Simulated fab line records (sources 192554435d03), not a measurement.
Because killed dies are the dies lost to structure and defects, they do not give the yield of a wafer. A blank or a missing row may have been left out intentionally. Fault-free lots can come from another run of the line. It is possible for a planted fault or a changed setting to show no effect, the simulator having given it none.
Split-lot trial || flow n5-finfet || route with 1938 steps; 7 lots, 21 wafers read

THE SPLIT
At N5_BEOL_M12_SPUTTER_44 (material Ta, target thk 10 nm, time 16.13 s), the setting power-w was moved away from the recipe's 15000 W on 3 of the 21 wafers read, by +9.0% to +15.1%. All remaining wafers had this setting at the recipe value.

The reading comes from the split's own step.

THE READING
Ta_of_BEOL_M12_SPUTTER_44.thk-nm (the simulator's own value, which no gauge read), in nm, at N5_BEOL_M12_SPUTTER_44 (material Ta, target thk 10 nm, time 16.13 s). The file gives no usual value for it. Across the 18 wafers here that went through the recipe, the average is 10.0 nm and the standard deviation 0.16 nm.

{"wafer": "L074.1", "tool, chamber at the split": "pvd-sputter-02, -", "power-w as run, W": 15000, "against the recipe": "recipe", "Ta_of_BEOL_M12_SPUTTER_44.thk-nm, nm": 9.8, "against lot-mates on the recipe": "-"}
{"wafer": "L074.4", "tool, chamber at the split": "pvd-sputter-02, -", "power-w as run, W": 15000, "against the recipe": "recipe", "Ta_of_BEOL_M12_SPUTTER_44.thk-nm, nm": 10, "against lot-mates on the recipe": "-"}
{"wafer": "L074.5", "tool, chamber at the split": "pvd-sputter-02, -", "power-w as run, W": 15000, "against the recipe": "recipe", "Ta_of_BEOL_M12_SPUTTER_44.thk-nm, nm": 10, "against lot-mates on the recipe": "-"}
{"wafer": "L080.1", "tool, chamber at the split": "pvd-sputter-02, -", "power-w as run, W": 15000, "against the recipe": "recipe", "Ta_of_BEOL_M12_SPUTTER_44.thk-nm, nm": 10.2, "against lot-mates on the recipe": "-"}
{"wafer": "L080.3", "tool, chamber at the split": "pvd-sputter-02, -", "power-w as run, W": 15000, "against the recipe": "recipe", "Ta_of_BEOL_M12_SPUTTER_44.thk-nm, nm": 10, "against lot-mates on the recipe": "-"}
{"wafer": "L080.6", "tool, chamber at the split": "pvd-sputter-02, -", "power-w as run, W": 15000, "against the recipe": "recipe", "Ta_of_BEOL_M12_SPUTTER_44.thk-nm, nm": 10, "against lot-mates on the recipe": "-"}
{"wafer": "L084.1", "tool, chamber at the split": "pvd-sputter-01, -", "power-w as run, W": 15000, "against the recipe": "recipe", "Ta_of_BEOL_M12_SPUTTER_44.thk-nm, nm": 10.2, "against lot-mates on the recipe": "-"}
{"wafer": "L084.3", "tool, chamber at the split": "pvd-sputter-01, -", "power-w as run, W": 15000, "against the recipe": "recipe", "Ta_of_BEOL_M12_SPUTTER_44.thk-nm, nm": 10.2, "against lot-mates on the recipe": "-"}
{"wafer": "L084.2", "tool, chamber at the split": "pvd-sputter-01, -", "power-w as run, W": 16980, "against the recipe": "+13.2%", "Ta_of_BEOL_M12_SPUTTER_44.thk-nm, nm": 11.6, "against lot-mates on the recipe": "+1.4"}
{"wafer": "L087.2", "tool, chamber at the split": "pvd-sputter-01, -", "power-w as run, W": 15000, "against the recipe": "recipe", "Ta_of_BEOL_M12_SPUTTER_44.thk-nm, nm": 10.2, "against lot-mates on the recipe": "-"}
{"wafer": "L087.6", "tool, chamber at the split": "pvd-sputter-01, -", "power-w as run, W": 15000, "against the recipe": "recipe", "Ta_of_BEOL_M12_SPUTTER_44.thk-nm, nm": 10.2, "against lot-mates on the recipe": "-"}
{"wafer": "L087.3", "tool, chamber at the split": "pvd-sputter-01, -", "power-w as run, W": 16350, "against the recipe": "+9.0%", "Ta_of_BEOL_M12_SPUTTER_44.thk-nm, nm": 11.2, "against lot-mates on the recipe": "+1.0"}
{"wafer": "L091.1", "tool, chamber at the split": "pvd-sputter-03, -", "power-w as run, W": 15000, "against the recipe": "recipe", "Ta_of_BEOL_M12_SPUTTER_44.thk-nm, nm": 9.8, "against lot-mates on the recipe": "-"}
{"wafer": "L091.4", "tool, chamber at the split": "pvd-sputter-03, -", "power-w as run, W": 15000, "against the recipe": "recipe", "Ta_of_BEOL_M12_SPUTTER_44.thk-nm, nm": 10, "against lot-mates on the recipe": "-"}
{"wafer": "L091.5", "tool, chamber at the split": "pvd-sputter-03, -", "power-w as run, W": 15000, "against the recipe": "recipe", "Ta_of_BEOL_M12_SPUTTER_44.thk-nm, nm": 10.2, "against lot-mates on the recipe": "-"}
{"wafer": "L094.1", "tool, chamber at the split": "pvd-sputter-02, -", "power-w as run, W": 17260, "against the recipe": "+15.1%", "Ta_of_BEOL_M12_SPUTTER_44.thk-nm, nm": 11.4, "against lot-mates on the recipe": "+1.4"}
{"wafer": "L094.3", "tool, chamber at the split": "pvd-sputter-02, -", "power-w as run, W": 15000, "against the recipe": "recipe", "Ta_of_BEOL_M12_SPUTTER_44.thk-nm, nm": 10, "against lot-mates on the recipe": "-"}
{"wafer": "L094.5", "tool, chamber at the split": "pvd-sputter-02, -", "power-w as run, W": 15000, "against the recipe": "recipe", "Ta_of_BEOL_M12_SPUTTER_44.thk-nm, nm": 10, "against lot-mates on the recipe": "-"}
{"wafer": "L095.3", "tool, chamber at the split": "pvd-sputter-03, -", "power-w as run, W": 15000, "against the recipe": "recipe", "Ta_of_BEOL_M12_SPUTTER_44.thk-nm, nm": 9.8, "against lot-mates on the recipe": "-"}
{"wafer": "L095.4", "tool, chamber at the split": "pvd-sputter-03, -", "power-w as run, W": 15000, "against the recipe": "recipe", "Ta_of_BEOL_M12_SPUTTER_44.thk-nm, nm": 9.8, "against lot-mates on the recipe": "-"}
{"wafer": "L095.6", "tool, chamber at the split": "pvd-sputter-03, -", "power-w as run, W": 15000, "against the recipe": "recipe", "Ta_of_BEOL_M12_SPUTTER_44.thk-nm, nm": 9.8, "against lot-mates on the recipe": "-"}

FIT RESULTS
A straight line over all 21 wafers: Ta_of_BEOL_M12_SPUTTER_44.thk-nm changes by +0.109 nm for each +1% of power-w; r = +0.95; the points scatter about the line by 0.17 nm.
The same after taking each lot's own level away (the mean of its wafers on the recipe; 21 wafers): +0.101 nm for each +1%; r = +0.98; scatter 0.092 nm.
On that fit, the largest move of power-w shifts the reading by 1.5 nm.
From 9.80 to 10.20 nm: that is the span of the lots' own levels, equal to 2.6 times the standard deviation above.
Consequently the slope shifts little with the lot-to-lot level, the two slopes agreeing.
Check: for one of the wafers moved furthest among these (+15.1%), held out of the fit, the line's prediction against its lot-mates is +1.62 nm. Against them it came out at +1.4 nm.

ADDITIONAL SPLITS CARRIED BY THESE WAFERS
Other splits were also applied to these wafers ahead of the reading. Each is held against what the fit with the lots' levels taken away leaves over:
{"other split on the same wafers": "N5_BEOL_M12_ETCH_59 h2-flow-sccm", "wafers away from the commonest value": 8, "r with Ta_of_BEOL_M12_SPUTTER_44.thk-nm (lot level and that fit taken away)": "+0.15"}

THE FILE'S OWN FIT
Ta_of_BEOL_M12_SPUTTER_44.thk-nm changes by +0.101 nm for each +1% of power-w, r = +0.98.
